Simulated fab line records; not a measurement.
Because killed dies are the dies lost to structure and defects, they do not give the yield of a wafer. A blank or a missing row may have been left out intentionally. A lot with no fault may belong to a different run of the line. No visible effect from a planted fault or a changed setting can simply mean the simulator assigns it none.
Chamber matching    flow nand-harc    3 sister chambers for NHARC_P_M1_DEP_33 on pecvd-02
The step deposits SiCN, target thk 30 nm. 20 wafers are shown with their chamber, then 10 later ones without.

WAFERS, EACH WITH ITS CHAMBER
wafer   chamber  heater-power-w (W)
L075.1  2        658
L075.2  1        588
L075.4  0        504
L081.3  2        743
L081.4  1        616
L081.6  0        483
L083.1  1        544
L083.2  2        671
L083.5  0        532
L084.1  1        633
L084.2  2        677
L084.5  0        551
L086.2  0        551
L086.3  2        742
L086.4  2        744
L087.1  2        623
L087.2  0        521
L087.3  1        549
L089.2  1        582
L089.4  0        564

SIGNATURES (means of the wafers above)
reading         chamber 0  chamber 1  chamber 2  scatter within a chamber
heater-power-w  529.43     585.33     694.00     38.8
Rule: a wafer's distance from a chamber is the root of the sum, over the readings, of the square of ((its reading less the chamber's mean) divided by the reading's scatter). The wafer belongs to the nearest chamber; if the next one is less than 2 further off, it can't be placed. The scatter: take each reading less its chamber's mean, square it, sum over the shown wafers, divide by the number of wafers less the number of chambers, and take the root.

WAFERS WITH NO CHAMBER GIVEN
wafer   heater-power-w (W)
L089.5  624
L090.2  543
L090.3  562
L090.6  696
L088.2  540
L088.3  535
L088.6  544
L095.1  525
L095.4  521
L095.6  583

WHICH CHAMBER EACH WENT THROUGH
wafer   from the rows above           in truth
L089.5  can't be placed: 1 or 2 or 0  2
L090.2  can't be placed: 0 or 1       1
L090.3  can't be placed: 1 or 0       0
L090.6  2                             2
L088.2  can't be placed: 0 or 1       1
L088.3  can't be placed: 0 or 1       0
L088.6  can't be placed: 0 or 1       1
L095.1  can't be placed: 0 or 1       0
L095.4  can't be placed: 0 or 1       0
L095.6  can't be placed: 1 or 0       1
Placed correctly: 1 of 10. Unplaceable from these rows: 9, with the true chamber sitting among the candidates in 9. 0 placed wrongly.
